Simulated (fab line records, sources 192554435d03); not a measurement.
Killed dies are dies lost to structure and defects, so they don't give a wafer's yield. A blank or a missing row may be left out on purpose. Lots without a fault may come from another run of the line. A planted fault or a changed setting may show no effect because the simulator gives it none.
A struck lot beside a sound one | flow n5_finfet | 40 steps out of a route of 1938
Sound: wafers L703.1, L703.4, L703.5. Struck: wafer L718.4. (L718.1, L718.5 of the same lot were not struck and are left out.) The cause comes at the end.
At each step with rows: each side's tool, then ch and its chambers, then its first start. Under that, the readings that differ: sound wafers | struck wafers | difference of the means | sigmas: that difference in standard deviations of wafers without a fault.
alike: readings whose means differ by less than 2 such deviations, and words and numbers that are the same on both sides. not compared: withheld readings, readings that some wafer has no value for, bounds like >300 that may hide the same value, and numbers for which the record gives no deviation and whose values overlap.
The two part at a step that has a row with sigmas, a row that says differs or no value, or rows on one side only. Numbers that don't overlap but have no deviation are shown without sigmas and don't part them. A reading that every wafer of one side lacks parts them only if that side has two wafers or more.

first, 2 steps without rows for these wafers: N5_MOL_CONTACT_COAG_ETCHBACK_136 (etches SiO2 in CHF3, target depth 25 nm, time 16.7 s); N5_MOL_CONTACT_COAG_STRIP_120 (strips in CHF3).
N5_MOL_CONTACT_COAG_VIA_ETCH_117: etches SiO2 in C4F6/O2, target depth 40 nm, overetch 8 nm, time 26 s.
  sound on rie_diel-01 ch 1,3, day 5 14:45; struck on rie_diel-04 ch 0, day 9 09:41
  reading      | sound          | struck | difference | sigmas
  rf_vpp_V (V) | 1567 1579 1579 | 1608   | +33        | +2
  alike: drypump_motor_current_A, oes_product_au, showerhead_plenum_p_Torr, throttle_valve_pct
  not compared: rf_hours_counter_h
then, 1 step without rows for these wafers: N5_MOL_CONTACT_COAG_ETCH_124 (etches SiNx in CH3F/O2, stops on SiOC, target depth 6.5 nm).
N5_MOL_CONTACT_COAG_ETCH_48: etches SiOC in C4F6/O2, target depth 15 nm, overetch 4.5 nm, time 17 s.
  sound on rie_diel-01 ch 1,3, day 5 14:49; struck on rie_diel-04 ch 0, day 9 09:44
  reading      | sound          | struck | difference | sigmas
  rf_vpp_V (V) | 1566 1581 1581 | 1609   | +33        | +2
  alike: drypump_motor_current_A, oes_product_au, showerhead_plenum_p_Torr, throttle_valve_pct
  not compared: rf_hours_counter_h
then, 1 step without rows for these wafers: N5_MOL_CONTACT_COAG_STRIP_72 (strips in N2/H2).
N5_MOL_CONTACT_COAG_STRIP_49: strips in N2/H2, time 30 s.
  sound on plasma_asher-01 ch 0,1, day 5 14:57; struck on plasma_asher-01 ch 0, day 9 09:53
  alike: drypump_motor_current_A, heater_power_w, n2_flow_sccm
  not compared: rf_hours_counter_h
then, 2 steps without rows for these wafers: N5_MOL_CONTACT_COAG_PRECLEAN_138 (cleans in alkaline clean, time 60 s); N5_MOL_CONTACT_COAG_SRD_139 (time 30 s).
N5_MOL_CONTACT_COAG_CD_MEAS_101: target cd 16 nm.
  sound on cd_sem-02, day 5 15:06; struck on cd_sem-02, day 9 10:02
  alike: cd_nm
then, 2 steps without rows for these wafers: N5_MOL_CONTACT_COAG_PRE_CLEAN_121; N5_MOL_CONTACT_COAG_CVD_140 (deposits W, target thk 66.5 nm, time 215 s).
N5_MOL_CONTACT_COAG_PRECLEAN_127: cleans in DIW, time 57.5 s.
  sound on wet_bench-04 ch 0,4,7, day 5 15:30; struck on wet_bench-03 ch 0,4,7, day 9 10:26
then, 2 steps without rows for these wafers: N5_MOL_CONTACT_COAG_SRD_128 (dry time 32 s); N5_MOL_CONTACT_COAG_CMP_52 (polishes, stops on SiO2, t overpolish 1.5 s, target thk 66.5 nm).
N5_MOL_CONTACT_COAG_THK_MEAS_53:
  sound on film_metro-01, day 5 15:51; struck on film_metro-01, day 9 10:46
  alike: VIA_MOL_THK
N5_MOL_CONTACT_COAG_ANNEAL_112: time 1800 s.
  sound on hp_anneal-01 ch 0, day 5 15:52; struck on hp_anneal-01 ch 0, day 9 12:26
  alike: spike_tc_centre_C, wafer_temp_C_max
then, 4 steps without rows for these wafers: N5_BEOL_M0_SAQP_PECVD_00 (deposits SiCN from 3MS/NH3, target thk 8 nm, time 14 s); N5_BEOL_M0_SAQP_ILD_DEP_01 (deposits SiOC from DEMS/O2, target thk 45.419 nm, time 8.7 s); N5_BEOL_M0_SAQP_HM_DEP_02 (deposits TiN, target thk 12 nm); N5_BEOL_M0_SAQP_PECVD_03 (deposits SiCN from 3MS/NH3, target thk 12 nm, time 21.1 s).
N5_BEOL_M0_SAQP_PECVD_96: deposits a-Si from SiH4/He, target thk 45 nm, time 45.2 s.
  sound on pecvd-04 ch 0,1,2, day 5 19:30; struck on pecvd-03 ch 0, day 9 18:24
  alike: heater_power_w, showerhead_plenum_p_Torr, throttle_valve_pct
then, 2 steps without rows for these wafers: N5_BEOL_M0_SAQP_PECVD_97 (deposits SiNx from SiH4/NH3/N2, target thk 23 nm, time 19.9 s); N5_BEOL_M0_SAQP_PECVD_04 (deposits a-Si from SiH4/He, target thk 60 nm, time 60.2 s).
N5_BEOL_M0_SAQP_THK_MEAS_05:
  sound on film_metro-02, day 5 19:41; struck on film_metro-02, day 9 18:35
  alike: thk_nm
then, 9 steps without rows for these wafers: N5_BEOL_M0_SAQP_HM_DEP_111 (deposits SiO2 from SiH4/N2O, target thk 12 nm, time 7.2 s); N5_BEOL_M0_SAQP_COAT_81 (time 60 s, resist thk 100 nm); N5_BEOL_M0_SAQP_COAT_82 (time 60 s, resist thk 30 nm); N5_BEOL_M0_SAQP_COAT_08 (resist thk 90 nm); N5_BEOL_M0_SAQP_EBR_10; N5_BEOL_M0_SAQP_SOFTBAKE_09 (time 60 s); N5_BEOL_M0_SAQP_EXPOSE_11 (exposes mask M0 CORE, target cd 42 nm); N5_BEOL_M0_SAQP_PEB_12 (peb time 60 s); N5_BEOL_M0_SAQP_DEVELOP_13 (develop time 30 s).
N5_BEOL_M0_SAQP_CD_MEAS_14: target cd 42.5 nm.
  sound on cd_sem-03 ch 0, day 5 20:10; struck on cd_sem-03 ch 0, day 9 18:56
  alike: cd_nm
N5_BEOL_M0_SAQP_OVL_MEAS_15:
  sound on overlay-01 ch 0, day 5 20:11; struck on overlay-01 ch 0, day 9 18:58
  alike: M0_CORE_OVL
then, 3 steps without rows for these wafers: N5_BEOL_M0_SAQP_DESCUM_19 (chemistry O2, time 7.9 s); N5_BEOL_M0_SAQP_ETCH_83 (etches SiARC in CF4, target depth 39 nm, time 65 s); N5_BEOL_M0_SAQP_ETCH_84 (etches SOC in N2/H2, target depth 100 nm, overetch 20 nm, time 150 s).
-- the record jumps here: 9 days lie between the struck wafers' starts before and after (it left off in module BEOL_M0_SAQP and takes up again in module PASSIVATION, whose first step shown is number 1936 of the route) --
N5_PASSIVATION_PROBE_49:
  the record has rows for the struck wafers here (prober-01, day 18 11:26) and none for the sound ones

WHERE THEY PART
First at N5_MOL_CONTACT_COAG_VIA_ETCH_117; last, within this record, at N5_PASSIVATION_PROBE_49.

WHY: what the simulator had put in
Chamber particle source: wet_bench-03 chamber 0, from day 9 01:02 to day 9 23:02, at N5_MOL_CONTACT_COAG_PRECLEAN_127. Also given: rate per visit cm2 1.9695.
